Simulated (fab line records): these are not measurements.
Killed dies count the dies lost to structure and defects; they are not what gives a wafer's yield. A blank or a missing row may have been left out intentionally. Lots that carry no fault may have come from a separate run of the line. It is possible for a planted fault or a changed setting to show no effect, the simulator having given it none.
Which tool is to blame?    flow nand harc    17 wafers from 6 lots sampled at 3 of the route's 1302 steps

## WHAT THE GAUGES READ, wafer by wafer
NHARC_END_SORT_01.
lot   measured      on         killed short
L192  day 25 04:04  prober-02  2 3 2
L198  day 27 09:34  prober-01  4 3 1
L204  day 30 15:02  prober-01  4 0 3
L206  day 31 01:58  prober-02  1 0

## EACH LOT AND THE TOOL THAT RAN IT (in order: tool; ch and the chambers of the sampled wafers; start)
lot   NHARC_A_CHANNEL_FILL_D1_ALD_16    NHARC_A_DECK1_JOINT_ETCHBACK_07
L192  ald hk-02 ch 0,1,3, day 10 08:46  rie si-04 ch 0,3, day 12 07:08
L195  ald hk-04 ch 1,3, day 11 13:51    rie si-02 ch 0,1,3, day 13 01:16
L198  ald hk-01 ch 0,1, day 12 19:13    rie si-03 ch 0,3, day 14 07:17
L202  ald hk-02 ch 0,1,3, day 14 04:17  rie si-04 ch 0,1,3, day 15 17:22
L204  ald hk-02 ch 0,2,3, day 15 12:33  rie si-02 ch 0,3, day 17 01:05
L206  ald hk-01 ch 0,2, day 15 21:47    rie si-04 ch 2,3, day 17 11:12
- NHARC_A_CHANNEL_FILL_D1_ALD_16: deposits SiO2, target thk 1.5 nm, pulse time 10 s, ald cycles 15.
- NHARC_A_DECK1_JOINT_ETCHBACK_07: etches the open film in HBr, target depth 105 nm, time 26.9 s.

## THE ANSWER, worked out from the rows above alone
Rule: what is usual is taken from the lots themselves. The widest of any qualifying gaps counts: lots, ordered by their means at a reading, are off when they make up no more than a third of the lots, leave a main group of 4 or more, and stand apart from it by 3 or more times the standard deviation of that group's means. A main group whose means are all the same, to the digits that the tables above print for the reading, isn't used. A lot without any number at a reading at which 4 lots or more have one is off too. All remaining lots with rows at the step are treated as sound.
Across all readings shown, no lot is off: no conclusion can be drawn from this.

## WHAT WAS PUT IN BY THE SIMULATOR
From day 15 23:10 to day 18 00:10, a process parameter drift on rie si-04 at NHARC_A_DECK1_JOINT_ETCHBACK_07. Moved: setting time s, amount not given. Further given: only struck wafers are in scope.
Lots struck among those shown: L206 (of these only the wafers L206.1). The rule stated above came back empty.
